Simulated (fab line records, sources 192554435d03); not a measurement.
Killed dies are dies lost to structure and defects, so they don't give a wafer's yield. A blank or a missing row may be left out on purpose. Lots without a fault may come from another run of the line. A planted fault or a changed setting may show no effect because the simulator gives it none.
fab line records | flow n5_finfet
record lots=3 wafers=9 last_day=17
route steps=1938 shown TV_LITHO@1875 TV_OPEN@1887 PAD_METAL@1893 PASSIVATION@1897
lots that met no fault: from a run of the same line without faults
start_h: hours from the record's first day to the start of the lot's first wafer shown | wait_h: hours since the lot's step before | " the same as in the row above | L1.1+2: a row that stands for several wafers | - no value, or no start given | * or withheld: withheld | < > ~ a bound
route shown NAME@n: a module of which the file shows steps, and the number in the route of the first | usual: mean/standard deviation of fault-free wafers | same: alike in all rows | chamber/n: place in a boat | sites: the reading at each site | _std_site: their standard deviation | _edge_site: outer sites' mean less inner sites' | radius_mm: how far each site lies from the wafer's centre | mask NAME#n: copy n | behind: the tool/chamber that last shaped the wafer | hold: why the lot was held/for how many hours/how that ended | device: the transistor (n, p or np) that didn't switch | end of line: the same wafers' tests at the end of the route | a step without rows: its recipe alone | killed: dies lost to structure and defects at the first sort, not the wafer's yield | map: a wafer's dies, x killed, . not, _ none there
set.NAME: the setting as run; set.NAME@STEP: as run at that earlier step | model.NAME: the simulator's own value behind a step, which no gauge read
lots at some steps of the route; a table a step, a row a wafer
services: from which hour (start_h, from the record's first day; less than 0 if before it) a tool's chamber was out of use, for how many hours, and why
## steps
# step N5_PASSIVATION_HMDS_03
# recipe time_s=60 temp_c=120
# step N5_PASSIVATION_COAT_04
# recipe spin_rpm=* resist_thk_nm=*
# step N5_PASSIVATION_EBR_06
# recipe solvent=PGMEA ebr_width_mm=1.5
# step N5_PASSIVATION_SOFTBAKE_05
# recipe temp_c=100 time_s=90
# step N5_PASSIVATION_EXPOSE_07
# recipe mask_id=TV na=0.55 source_shape=conventional sigma_outer=0.8 polarization=unpolarized defocus_nm=0 target_cd_nm=3000 dose_mj=22.75
# step N5_PASSIVATION_PEB_08
# recipe peb_temp_c=withheld peb_time_s=*
# step N5_PASSIVATION_DEVELOP_09
# recipe develop_time_s=60 rinse_liquid=diw dry=air_spin dev_temp_c=21
# step N5_PASSIVATION_HARDBAKE_11
# recipe temp_c=130 time_s=120
# step N5_PASSIVATION_DESCUM_12
# recipe chemistry=O2 time_s=7.9 source_power_w=50 bias_power_w=20 pressure_mtorr=20 rf_frequency_hz=2.712e+07 temp_c=40 o2_flow_sccm=225
# step N5_PASSIVATION_PASS_ETCH_74
# recipe chemistry=CF4/O2 target=SiNx target_depth_a=2200 time_s=110 ion_energy_ev=100 pressure_mtorr=40 source_w=535 bias_w=49 Ar_flow_sccm=100 cf4_flow_sccm=100 O2_flow_sccm=10
# usual bias_w=49.01/0.15 chamber_pressure_mTorr=40.00/0.034 drypump_motor_current_A=5.5/0.41 oes_product_au=0.76/0.088 rf_vpp_V=241/4.3 showerhead_plenum_p_Torr=2.15/0.073 throttle_valve_pct=16.11/0.27
# columns lot.wafer tool chamber start_h wait_h bias_w chamber_pressure_mTorr drypump_motor_current_A oes_product_au rf_hours_counter_h rf_vpp_V showerhead_plenum_p_Torr throttle_valve_pct
L832.1 rie_diel-03 3 328.03 0.0 49.04 40.01 5.7 0.71 207 240 2.10 16.49
L832.3 " 0 " " 48.75 39.95 5.7 0.70 187 238 2.03 16.14
L832.6 " 0 " " 48.82 40.02 5.6 0.71 - 239 2.03 16.14
L839.2 rie_diel-04 1 357.85 0.0 48.85 40.02 5.5 0.86 68 244 2.24 16.28
L839.4 " 2 " " 49.14 40.06 4.8 0.81 - 233 2.14 15.84
L839.5 " 0 " " 49.10 40.07 6.0 0.74 - 248 2.10 16.15
L846.2 rie_diel-03 3 405.74 0.0 49.04 40.01 5.7 0.69 233 237 2.09 16.52
L846.5 " 3 " " 48.92 39.98 5.7 0.69 - 238 2.09 16.55
L846.6 " 1 " " 49.17 40.02 5.6 0.93 - 247 2.15 15.53
# step N5_PASSIVATION_VIA_ETCH_13
# recipe chemistry=CHF3/O2 target=SiO2 target_depth_a=6600 CHF3_flow_sccm=50 O2_flow_sccm=5 Ar_flow_sccm=200 time_s=330 mask_material=PR pressure_mtorr=30 source_w=650 bias_w=170 ion_energy_ev=200 ends=cleared
# step N5_PASSIVATION_STRIP_14
# recipe chemistry=O2 power_w=600 temp_c=60 pressure_mtorr=30 rf_frequency_hz=6e+07 bias_power_w=0 overash_fraction=0.5 o2_flow_sccm=225
# step N5_PASSIVATION_ETCH_15
# recipe chemistry=CF4/N2 target=SiCN target_depth_a=750 taper_deg=2 time_s=81.2 ion_energy_ev=150 mask_material=SiNx pressure_mtorr=40 source_w=430 bias_w=70 Ar_flow_sccm=100 cf4_flow_sccm=60 n2_flow_sccm=60
# step N5_PASSIVATION_STRIP_73
# recipe chemistry=post_etch_residue_remover time_s=60 temp_c=25 remover_ph=withheld remover_water_wt_pct=withheld remover_fluoride_wt_pct=withheld
# step N5_PASSIVATION_SRD_17
# recipe time_s=30 temp_c=23 rinse_liquid=diw dry=n2_spin spin_rpm=1500 dry_time_s=30
# step N5_PASSIVATION_DEGAS_18
# recipe ambient=vacuum temp_c=300 time_s=60
# step N5_PASSIVATION_PRE_CLEAN_19
# recipe gas=H2/He time_s=* temp_c=*
# step N5_PASSIVATION_SPUTTER_20
# recipe material=TaN target_thk_a=500 temp_c=25 chamber_pressure_pa=0.4
# step N5_PASSIVATION_AL_DEP_21
# recipe material=Al target_thk_a=28000 temp_c=400 time_s=170 power_w=30000 chamber_pressure_pa=0.4 gas=Ar
# step N5_PASSIVATION_HMDS_23
# recipe time_s=60 temp_c=120
# step N5_PASSIVATION_COAT_24
# recipe spin_rpm=3000 resist_thk_nm=withheld
# step N5_PASSIVATION_EBR_26
# recipe solvent=PGMEA ebr_width_mm=1.5
# step N5_PASSIVATION_SOFTBAKE_25
# recipe temp_c=100 time_s=90
# step N5_PASSIVATION_EXPOSE_27
# recipe mask_id=PAD na=0.55 source_shape=conventional sigma_outer=0.8 polarization=unpolarized defocus_nm=0 dose_mj=32.3
# step N5_PASSIVATION_PEB_28
# recipe peb_temp_c=withheld peb_time_s=*
# step N5_PASSIVATION_DEVELOP_29
# recipe develop_time_s=60 rinse_liquid=diw dry=air_spin dev_temp_c=21
# step N5_PASSIVATION_HARDBAKE_31
# recipe temp_c=130 time_s=120
# step N5_PASSIVATION_DESCUM_32
# recipe chemistry=O2 time_s=7.9 source_power_w=50 bias_power_w=20 pressure_mtorr=20 rf_frequency_hz=2.712e+07 temp_c=40 o2_flow_sccm=225
# step N5_PASSIVATION_AL_ETCH_33
# recipe chemistry=Cl2/BCl3 target_depth_a=28000 over_etch_frac=0.15 Cl2_flow_sccm=180 bcl3_flow_sccm=60 target=Al stop_on=TaN time_s=466.7 ion_energy_ev=100 pressure_mtorr=10 icp_w=900 bias_w=100
# step N5_PASSIVATION_ETCH_59
# recipe chemistry=Cl2/BCl3 target=TaN target_depth_a=650 time_s=34.9 ion_energy_ev=100 pressure_mtorr=10 icp_w=900 bias_w=100 Cl2_flow_sccm=60 bcl3_flow_sccm=30
# step N5_PASSIVATION_STRIP_34
# recipe chemistry=O2 power_w=600 temp_c=60 pressure_mtorr=30 rf_frequency_hz=6e+07 bias_power_w=0 overash_fraction=2 o2_flow_sccm=225
# step N5_PASSIVATION_STRIP_51
# recipe chemistry=post_etch_residue_remover time_s=1200 temp_c=72.5
# step N5_PASSIVATION_CLEAN_69
# recipe chemistry=IPA time_s=180 temp_c=25
# step N5_PASSIVATION_SRD_70
# recipe dry=ipa_marangoni time_s=30 temp_c=23 rinse_liquid=diw
# step N5_PASSIVATION_PECVD_53
# recipe material=SiO2 target_thk_a=8000 temp_c=400 precursor=TEOS/O2 pressure_torr=6.5 rf_w=withheld teos_flow_sccm=withheld gas=O2 flow_sccm=2650 time_s=169.4
# step N5_PASSIVATION_PECVD_35
# recipe material=SiNx target_thk_a=7000 temp_c=400 precursor=SiH4/NH3/N2 pressure_torr=4.9 rf_w=1406 time_s=151.3
# step N5_PASSIVATION_PROBE_49
# usual defect_limited_yield=91.0/1.5 killed_at_M0_to_M3=35/12 killed_at_M4_up=15/5.8 killed_at_contacts=14/7.2 killed_at_front_end=40/10 killed_at_other=3/3 killed_dies=106/18 killed_open=68/14 killed_short=35/7.2 sort_bin_5_function=5.2/0.96 sort_bin_6_memory=3.3/0.69 sort_n_pass=1074/18 sort_yield_pct=91.0/1.5
# same gross_dies=1180 killed_at_back_side=0 sort_bin_4_leakage[%]=0 sort_bin_8_speed[%]=0
# columns lot.wafer tool chamber start_h wait_h defect_limited_yield[%] killed_at_M0_to_M3 killed_at_M4_up killed_at_contacts killed_at_front_end killed_at_other killed_dies killed_open killed_short sort_bin_5_function[%] sort_bin_6_memory[%] sort_n_pass sort_yield_pct[%]
L846.6 prober-02 - 414.21 0.6 83.2 23 18 15 38 104 198 75 24 10.3 5.1 982 83.2
# killed by level:class
L846.6 TV_OPEN:unspecified=97 MOL_CONTACT_COAG:geometric_particle:open=15 FIN_SAQP:geometric_particle:open=9 STI_FIN_REVEAL:geometric_particle:open=9 BEOL_M4:geometric_particle:open=7 BEOL_M2:geometric_particle:open=5 BEOL_M3:geometric_particle:open=5 BEOL_M0_SAQP:geometric_particle:open=4
# map L846.6 (x killed, . not)
_________________..x..x..x...________________
______________.......x........x._____________
___________......x.x.......x....x..__________
__________..x.........x............._________
________..xxx...................x....._______
_______........x.x....................x______
______..........x.x.xx...x....x........._____
_____..........x..............xx.x....x..____
____..x.x...................x..xx.x.x.....___
___x..x....x.....x.........xxxxxxxxxx..x...__
___....xx......xx........xx.xxxxxxxxxx.xx.x__
__...................x...xxxx.xxxxxx.xxx...._
__......................x..xxxxxxxxxxxxxx..._
_....x..................x.xxxxxxxxxxxxxx.....
_..............x...x.......xxxxxxxxxxxx......
_......x...................xxxxxxxxxx........
_..............................xxxxx.........
_.............x......x........xx..xx.........
_.............x................x.x...x.......
_...................x...........x....x.......
_........x.......x..........x................
__..........x.......x.....x................._
__..........x..x....x..............x........_
___......xx...............x................__
___...............x...........x............__
____...x............x.x..........x....x...___
_____..x................x.x....x...x..x..____
______.........................x...xx..._____
_______...........x....................______
________...........x....x............._______
__________....x................x..xx_________
___________....x.x.................__________
______________.................._____________
_________________......x.x...________________
# map L832.1 (x killed, . not)
_________________..x..x......________________
______________..x....x...x......_____________
___________................x.......__________
__________..x..x..................x._________
________..................x....x...x.._______
_______x...............................______
______.x.....x.............x............_____
_____....x......x.......x................____
____.......x...x....x......x....x..x......___
___..xx......x.........x..........x....x...__
___..x.x...................................__
__...x..........x...............x...x......._
__....................................x...x._
_x......x..........x....x.......xx...........
_.x..........................x..x..x.........
_....x...............x...x..x.x..............
_...................xx..................x....
_.........x................xx................
_......x.......x.....x................x..x...
_........................x....x..............
_.................x.........x.........xx.....
__.........................................x_
__........x................................._
___....x.........................x.........__
___.xx.............x...x........x..x...x...__
____.....x...........x.x..x...........x...___
_____......x....x.xx.........x........x..____
______......................x..........._____
_______......x.............x.x......x..______
________........xx...x.x......x.x....._______
__________x...x.............x.....x._________
___________...............x........__________
______________.................._____________
_________________....x.......________________
## services
# columns tool chamber start_h hours kind
rie_diel-04 3 337.03 - clean
rie_diel-04 3 337.03 - consumable_replace:focus_ring
rie_diel-04 3 337.03 21.8 scheduled_down
rie_diel-04 3 337.03 21.8 vent_cycle
rie_diel-03 1 343.93 - clean
rie_diel-03 1 343.93 - consumable_replace:focus_ring
rie_diel-03 1 343.93 22.8 scheduled_down
rie_diel-03 1 343.93 22.8 vent_cycle
rie_diel-03 2 393.10 - clean
rie_diel-03 2 393.10 - consumable_replace:focus_ring
rie_diel-03 2 393.10 14.9 scheduled_down
rie_diel-03 2 393.10 14.9 vent_cycle
## key
first_sign step=N5_PASSIVATION_PROBE_49 reading=killed_at_other direction=up sigmas=33 usual=3 struck=104
effect step=N5_PASSIVATION_PROBE_49 reading=killed_dies direction=up sigmas=5.1 usual=106 struck=198
more_kills_born_at N5_PASSIVATION_PASS_ETCH_74@rie_diel-03=97
met_at N5_PASSIVATION_PASS_ETCH_74
struck_wafers L846.6
fault kind=chamber_particle_source tool=rie_diel-03 chamber=1 onset_h=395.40 steps=N5_PASSIVATION_PASS_ETCH_74 rate_per_visit_cm2=0.42475 end_h=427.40
